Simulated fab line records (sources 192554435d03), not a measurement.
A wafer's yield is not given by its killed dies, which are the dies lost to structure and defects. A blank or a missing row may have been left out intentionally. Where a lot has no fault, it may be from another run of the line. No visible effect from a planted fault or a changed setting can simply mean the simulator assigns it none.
Chamber matching -- flow n5_finfet -- N5_FIN_SAQP_HM_DEP_03 on pecvd-03: 3 sister chambers
The step deposits SiNx from SiH4/NH3/N2, target thk 38 nm, time 33.6 s. 16 wafers are shown with their chamber, then 8 later ones without.

WAFERS WITH THEIR CHAMBER
wafer,chamber,throttle_valve_pct (%),showerhead_plenum_p_Torr (Torr),heater_power_w (W)
L074.1,2,35.6,5.21,951
L074.2,1,40.0,5.17,800
L074.3,0,42.3,5.09,619
L074.4,2,35.9,5.23,937
L074.5,1,40.1,5.16,791
L074.6,0,42.0,5.09,622
L079.1,0,42.2,5.08,619
L079.3,0,42.1,5.10,606
L079.5,0,42.1,5.10,610
L081.1,0,42.1,5.10,594
L081.3,1,40.0,5.16,720
L081.6,0,42.1,5.10,587
L088.1,2,36.3,5.23,904
L088.2,0,42.2,5.09,639
L088.3,1,39.6,5.16,810
L088.4,1,39.5,5.15,802

SIGNATURES (means of the wafers above)
reading,chamber 0,chamber 1,chamber 2,scatter within a chamber
throttle_valve_pct,42.138,39.840,35.933,0.214
showerhead_plenum_p_Torr,5.0938,5.1600,5.2233,0.00811
heater_power_w,612.00,784.60,930.67,25.5
Rule: for each reading, subtract the chamber's mean from the wafer's reading, divide by that reading's scatter and square the result; add these up over the readings and take the root, which gives the wafer's distance from the chamber. If the next closest chamber is less than 2 further off than the closest, the wafer can't be placed; otherwise it belongs to the closest. The scatter: take each reading less its chamber's mean, square it, sum over the shown wafers, divide by the number of wafers less the number of chambers, and take the root.

WAFERS WITH NO CHAMBER GIVEN
wafer,throttle_valve_pct (%),showerhead_plenum_p_Torr (Torr),heater_power_w (W)
L088.5,42.3,5.09,624
L088.6,36.5,5.26,935
L095.2,39.9,5.16,740
L095.4,42.1,5.09,588
L095.5,39.8,5.15,759
L097.1,42.2,5.10,614
L097.4,36.6,5.22,939
L097.6,42.2,5.08,587

THE CHAMBER EACH PASSED THROUGH
wafer,from the rows above,in truth
L088.5,0,0
L088.6,2,2
L095.2,1,1
L095.4,0,0
L095.5,1,1
L097.1,0,0
L097.4,2,2
L097.6,0,0
Placed correctly: 8 of 8. Left unplaced by these rows: 0. Placed wrongly: 0.
